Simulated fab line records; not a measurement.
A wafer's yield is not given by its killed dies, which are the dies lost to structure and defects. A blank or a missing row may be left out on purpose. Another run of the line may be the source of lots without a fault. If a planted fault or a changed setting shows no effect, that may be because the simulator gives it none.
Chamber matching ; flow n5 finfet ; N5_WELL_APT_DESCUM_13 on rie diel-06 has 4 sister chambers
The step chemistry O2, time 7.9 s. 14 wafers are shown with their chamber, then 7 later ones without.

== EACH WAFER AND ITS CHAMBER ==
wafer;chamber;throttle valve pct (%);showerhead plenum p Torr (Torr);drypump motor current A (A)
L077.2;0;20.20;2.05;4.8
L077.3;1;20.95;2.19;5.5
L077.5;2;20.71;2.00;6.4
L079.1;3;20.49;2.11;5.7
L079.2;2;20.72;2.00;6.4
L079.5;1;20.94;2.19;5.5
L081.2;3;20.50;2.10;5.7
L081.5;3;20.50;2.10;5.7
L081.6;2;20.72;2.00;6.4
L084.2;2;20.75;2.00;6.4
L084.3;3;20.50;2.10;5.6
L084.4;1;20.98;2.18;5.5
L085.4;2;20.73;2.00;6.4
L085.5;1;20.97;2.18;5.6

SIGNATURES (averages over the wafers above)
reading;chamber 0;chamber 1;chamber 2;chamber 3;scatter within a chamber
throttle valve pct;20.2000;20.9600;20.7260;20.4975;0.0141
showerhead plenum p Torr;2.0500;2.1850;2.0000;2.1025;0.00418
drypump motor current A;4.800;5.525;6.400;5.675;0.0387
Rule: for a wafer and a chamber, the distance is found by dividing, reading by reading, the gap between the wafer's reading and the chamber's mean by the reading's scatter, squaring, summing and taking the root. The wafer belongs to the nearest chamber; if the next one is less than 2 further off, it can't be placed. The scatter: take each reading less its chamber's mean, square it, sum over the shown wafers, divide by the number of wafers less the number of chambers, and take the root.

== WAFERS WITH NO CHAMBER GIVEN ==
wafer;throttle valve pct (%);showerhead plenum p Torr (Torr);drypump motor current A (A)
L085.6;20.20;2.05;4.8
L096.1;21.01;2.17;5.5
L096.2;20.38;2.26;6.4
L096.5;20.26;2.04;4.8
L097.1;20.24;2.04;4.8
L097.2;20.38;2.26;6.4
L097.4;20.55;2.09;5.7

== THE CHAMBER EACH PASSED THROUGH ==
wafer;from the rows above;in truth
L085.6;0;0
L096.1;1;1
L096.2;3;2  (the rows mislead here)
L096.5;0;0
L097.1;0;0
L097.2;3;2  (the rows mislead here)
L097.4;3;3
5 of 7 placed correctly. Left unplaced by these rows: 0. Placed wrongly: 2.
